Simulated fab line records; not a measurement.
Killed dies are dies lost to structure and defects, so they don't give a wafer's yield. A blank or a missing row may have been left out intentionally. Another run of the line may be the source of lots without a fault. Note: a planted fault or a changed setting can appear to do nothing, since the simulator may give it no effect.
Which tool is to blame? | flow nandHarc | Sampling: 12 lots, 36 wafers, 5 of 1159 route steps

## WHAT THE GAUGES READ, wafer by wafer
NHARC_END_SORT_01. Usual: defectLimitedYield 95.7 %, standard deviation 1.6; killedAtArray 25, standard deviation 9.7; killedAtOther 0.7, standard deviation 0.87; killedAtPeriphery 3.3, standard deviation 2.3; killedDies 29, standard deviation 11; killedOpen 3.6, standard deviation 2.1; killedShort 2.3, standard deviation 1.7; sort_bin_2_pct 1.4 %, standard deviation 0.62; sort_bin_3_pct 0.25 %, standard deviation 0.21; sort_bin_4_pct 2.7 %, standard deviation 1; sortNPass 648, standard deviation 11; sortRimYieldPct 94 %, standard deviation 3.2; sortYieldPct 95.7 %, standard deviation 1.6.
lot  | measured     | on        | defectLimitedYield (%) | killedAtArray | killedAtOther | killedAtPeriphery | killedDies | killedOpen | killedShort | sort_bin_2_pct (%) | sort_bin_3_pct (%) | sort_bin_4_pct (%) | sortNPass   | sortRimYieldPct (%) | sortYieldPct (%) | flag
L915 | day 20 05:38 | prober-01 | 95.9 97.6 97.5         | 27 13 17      | 0 0 0         | 1 3 0             | 28 16 17   | 8 3 1      | 4 0 2       | 1.3 0.6 1.3        | 0.15 0.15 0        | 2.7 1.6 1.2        | 649 661 660 | 91 93 97            | 95.9 97.6 97.5   | 
L923 | day 22 08:07 | prober-01 | 95.3                   | 25            | 1             | 6                 | 32         | 7          | 4           | 1.3                | 0.44               | 3.0                | 645         | 91                  | 95.3             | 
L921 | day 22 11:54 | prober-01 | 97.3 97.2 96.5         | 15 16 21      | 1 1 0         | 2 2 3             | 18 19 24   | 0 4 8      | 3 3 3       | 0.7 1.2 1.0        | 0.15 0.15 0        | 1.8 1.5 2.5        | 659 658 653 | 96 96 97            | 97.3 97.2 96.5   | 
L922 | day 22 10:25 | prober-02 | 93.8 94.7 95.6         | 38 32 25      | 0 1 0         | 4 3 5             | 42 36 30   | 6 6 4      | 4 2 2       | 2.4 2.1 1.8        | 0.59 0.30 0.30     | 3.2 3.0 2.4        | 635 641 647 | 94 94 93            | 93.8 94.7 95.6   | 
L925 | day 22 21:16 | prober-01 | 96.5 96.2 95.4         | 22 23 30      | 1 2 0         | 1 1 1             | 24 26 31   | 1 6 3      | 1 4 2       | 1.3 1.2 1.2        | 0.59 0.15 0.15     | 1.6 2.5 3.2        | 653 651 646 | 93 92 95            | 96.5 96.2 95.4   | 
L927 | day 24 01:00 | prober-01 | 95.7 95.6 83.9         | 23 26 106     | 1 0 0         | 5 4 3             | 29 30 109  | 2 4 5      | 4 1 1       | 1.2 0.6 8.7        | 0.59 0.15 2.81     | 2.5 3.7 4.6        | 648 647 568 | 92 94 84            | 95.7 95.6 83.9   | OFF
L929 | day 24 11:04 | prober-02 | 92.6 82.3 92.0         | 43 117 50     | 0 2 2         | 7 1 2             | 50 120 54  | 6 3 4      | 4 2 4       | 2.1 6.5 3.2        | 0.30 5.47 0.15     | 5.0 5.8 4.6        | 627 557 623 | 88 81 92            | 92.6 82.3 92.0   | OFF

## EACH LOT AND THE TOOL THAT RAN IT (in order: tool; ch and the chambers of the sampled wafers; start)
lot  | NHARC_A_BONDPAD_STRIP_15          | NHARC_THIN_TSV_PVD_51                  | NHARC_THIN_TSV_ANNEAL_52        | NHARC_THIN_TSV_STRIP_56
L912 | rieDiel-13 ch 1,3, day 18 06:17   | pvdSputter-03, day 18 23:50 or earlier | rtpAnneal-01 ch 0, day 18 23:50 | plasmaAsher-01 ch 0,1, day 19 02:28
L915 | rieDiel-13 ch 1,2, day 19 02:36   | pvdSputter-03, day 19 18:19 or earlier | rtpAnneal-02 ch 0, day 19 18:19 | plasmaAsher-01 ch 0,1, day 19 20:46
L913 | rieDiel-13 ch 2,3, day 19 10:30   | pvdSputter-02, day 20 03:38 or earlier | rtpAnneal-02 ch 0, day 20 03:38 | plasmaAsher-01 ch 0,1, day 20 06:16
L918 | rieDiel-13 ch 0,3, day 19 19:06   | pvdSputter-02, day 20 13:50 or earlier | rtpAnneal-01 ch 0, day 20 13:50 | plasmaAsher-02 ch 0,1, day 20 16:34
L919 | rieDiel-13 ch 0,2,3, day 20 07:49 | pvdSputter-01, day 21 04:11 or earlier | rtpAnneal-02 ch 0, day 21 04:11 | plasmaAsher-01 ch 0,1, day 21 06:41
L923 | rieDiel-13 ch 2,3, day 20 21:03   | pvdSputter-02, day 21 16:01 or earlier | rtpAnneal-02 ch 0, day 21 16:01 | plasmaAsher-01 ch 0,1, day 21 18:29
L921 | rieDiel-13 ch 0,2,3, day 21 04:29 | pvdSputter-02, day 21 23:19 or earlier | rtpAnneal-01 ch 0, day 21 23:19 | plasmaAsher-01 ch 0,1, day 22 02:05
L920 | rieDiel-13 ch 0,1,3, day 21 05:01 | pvdSputter-03, day 22 00:41 or earlier | rtpAnneal-02 ch 0, day 22 00:41 | plasmaAsher-01 ch 0,1, day 22 03:09
L922 | rieDiel-13 ch 1,2,3, day 21 05:32 | pvdSputter-01, day 22 01:41 or earlier | rtpAnneal-01 ch 0, day 22 01:41 | plasmaAsher-02 ch 0,1, day 22 04:10
L925 | rieDiel-13 ch 0,1,2, day 21 10:05 | pvdSputter-01, day 22 04:58 or earlier | rtpAnneal-01 ch 0, day 22 04:58 | plasmaAsher-01 ch 0,1, day 22 07:36
L927 | rieDiel-13 ch 0,1,2, day 22 16:04 | pvdSputter-03, day 23 12:43 or earlier | rtpAnneal-02 ch 0, day 23 12:43 | plasmaAsher-01 ch 0, day 23 16:28
L929 | rieDiel-13 ch 0,1,2, day 23 05:05 | pvdSputter-03, day 24 00:10 or earlier | rtpAnneal-01 ch 0, day 24 00:10 | plasmaAsher-02 ch 0,1, day 24 02:44
- NHARC_A_BONDPAD_STRIP_15: strips in O2.
- NHARC_THIN_TSV_PVD_51: deposits Cu, target thk 100 nm.
- NHARC_THIN_TSV_ANNEAL_52: time 90 s.
- NHARC_THIN_TSV_STRIP_56: strips in O2.

## AS READ BY THE TOOLS THEMSELVES (means over the sampled wafers that have a number; for cases with no such wafer, the mark the record gives instead)
NHARC_A_BONDPAD_STRIP_15. Usual: chamberPressureMTorr 60.00 mTorr, standard deviation 0.056; drypumpMotorCurrentA 5.8 A, standard deviation 0.33; oesProductAu 1.005 a.u., standard deviation 0.011; rfVppV 58.0 V, standard deviation 0.85; showerheadPlenumPTorr 3.62 Torr, standard deviation 0.1; throttleValvePct 17.035 %, standard deviation 0.0087.
lot  | tool       | chamberPressureMTorr (mTorr) | drypumpMotorCurrentA (A) | oesProductAu (a.u.) | rfVppV (V) | showerheadPlenumPTorr (Torr) | throttleValvePct (%) | flag
L912 | rieDiel-13 | 60.00                        | 5.8                      | 1.013               | 59.0       | 3.72                         | 17.032               | 
L915 | rieDiel-13 | 60.01                        | 5.7                      | 1.001               | 58.0       | 3.62                         | 17.036               | 
L913 | rieDiel-13 | 59.98                        | 5.6                      | 1.016               | 58.5       | 3.65                         | 17.035               | 
L918 | rieDiel-13 | 60.00                        | 5.6                      | 1.019               | 57.2       | 3.68                         | 17.036               | 
L919 | rieDiel-13 | 60.02                        | 5.6                      | 1.003               | 58.5       | 3.63                         | 17.036               | 
L923 | rieDiel-13 | 59.96                        | 5.6                      | 1.005               | 57.8       | 3.70                         | 17.029               | 
L921 | rieDiel-13 | 60.04                        | 5.6                      | 0.998               | 57.8       | 3.63                         | 17.029               | 
L920 | rieDiel-13 | 59.97                        | 5.8                      | 1.010               | 58.0       | 3.65                         | 17.041               | 
L922 | rieDiel-13 | 60.01                        | 5.8                      | 1.009               | 58.5       | 3.67                         | 17.040               | 
L925 | rieDiel-13 | 60.04                        | 5.8                      | 1.000               | 57.9       | 3.60                         | 17.033               | 
L927 | rieDiel-13 | 60.00                        | 5.8                      | 1.005               | 57.8       | 3.60                         | 17.041               | 
L929 | rieDiel-13 | 60.01                        | 5.8                      | 1.004               | 57.3       | 3.60                         | 17.039               | 

NHARC_THIN_TSV_PVD_51. Usual: throttleValvePct at 30.2 %, with a standard deviation of 1.
lot  | tool          | throttleValvePct (%) | flag
L912 | pvdSputter-03 | 30.6                 | 
L915 | pvdSputter-03 | 31.1                 | 
L913 | pvdSputter-02 | 28.8                 | 
L918 | pvdSputter-02 | 28.3                 | 
L919 | pvdSputter-01 | 30.2                 | 
L923 | pvdSputter-02 | 28.9                 | 
L921 | pvdSputter-02 | 29.7                 | 
L920 | pvdSputter-03 | 30.6                 | 
L922 | pvdSputter-01 | 30.2                 | 
L925 | pvdSputter-01 | 30.3                 | 
L927 | pvdSputter-03 | 30.6                 | 
L929 | pvdSputter-03 | 31.2                 | 

NHARC_THIN_TSV_ANNEAL_52. Usual: wafer_temp_C_max at 226.3, with a standard deviation of 0.45.
lot  | tool         | wafer_temp_C_max | flag
L912 | rtpAnneal-01 | 226.9            | 
L915 | rtpAnneal-02 | 225.7            | 
L913 | rtpAnneal-02 | 225.8            | 
L918 | rtpAnneal-01 | 226.6            | 
L919 | rtpAnneal-02 | 226.1            | 
L923 | rtpAnneal-02 | 225.9            | 
L921 | rtpAnneal-01 | 226.1            | 
L920 | rtpAnneal-02 | 226.0            | 
L922 | rtpAnneal-01 | 226.8            | 
L925 | rtpAnneal-01 | 226.4            | 
L927 | rtpAnneal-02 | 225.7            | 
L929 | rtpAnneal-01 | 226.5            | 

NHARC_THIN_TSV_STRIP_56. Usual: drypumpMotorCurrentA 6.0 A, standard deviation 0.5; heaterPowerW 342 W, standard deviation 36.
lot  | tool           | drypumpMotorCurrentA (A) | heaterPowerW (W) | flag
L912 | plasmaAsher-01 | 6.4                      | 347              | 
L915 | plasmaAsher-01 | 6.4                      | 339              | 
L913 | plasmaAsher-01 | 6.4                      | 362              | 
L918 | plasmaAsher-02 | 5.4                      | 307              | 
L919 | plasmaAsher-01 | 6.4                      | 370              | 
L923 | plasmaAsher-01 | 6.4                      | 358              | 
L921 | plasmaAsher-01 | 6.4                      | 358              | 
L920 | plasmaAsher-01 | 6.4                      | 356              | 
L922 | plasmaAsher-02 | 5.4                      | 314              | 
L925 | plasmaAsher-01 | 6.4                      | 370              | 
L927 | plasmaAsher-01 | 6.5                      | 372              | 
L929 | plasmaAsher-02 | 5.7                      | 322              | 

## THE ANSWER, worked out from the rows above alone
Rule: a lot is off if the mean of its wafers that have a number lies more than 3 standard deviations from the usual mean. A lot without any number at a reading at which 4 lots or more have one is off too. The other lots that the step has rows for count as sound. Order of review: gauges by route order, followed by the tools' own readings, for which a lot's mean as printed above is used. The first step at which some lot is off is used, and at that step the reading that is off furthest; a lot without a number counts as furthest.
Off: L927, L929 (NHARC_END_SORT_01, sort_bin_3_pct). Neither off nor sound, because the step has no rows for them: L912, L913, L918, L919, L920.
If a tool, at a process step before that reading, ran all the lots that are off and no sound lot after the first of them, it fits. Those tools and the gauges at NHARC_END_SORT_01 are tried in the same way. NHARC_THIN_TSV_PVD_51: start missing for some lots; hours and lot order therefore follow NHARC_THIN_TSV_ANNEAL_52. This does not decide it: 2 tools fit, namely rieDiel-13 at NHARC_A_BONDPAD_STRIP_15 and pvdSputter-03 at NHARC_THIN_TSV_PVD_51.

## WHAT THE SIMULATOR PUT IN
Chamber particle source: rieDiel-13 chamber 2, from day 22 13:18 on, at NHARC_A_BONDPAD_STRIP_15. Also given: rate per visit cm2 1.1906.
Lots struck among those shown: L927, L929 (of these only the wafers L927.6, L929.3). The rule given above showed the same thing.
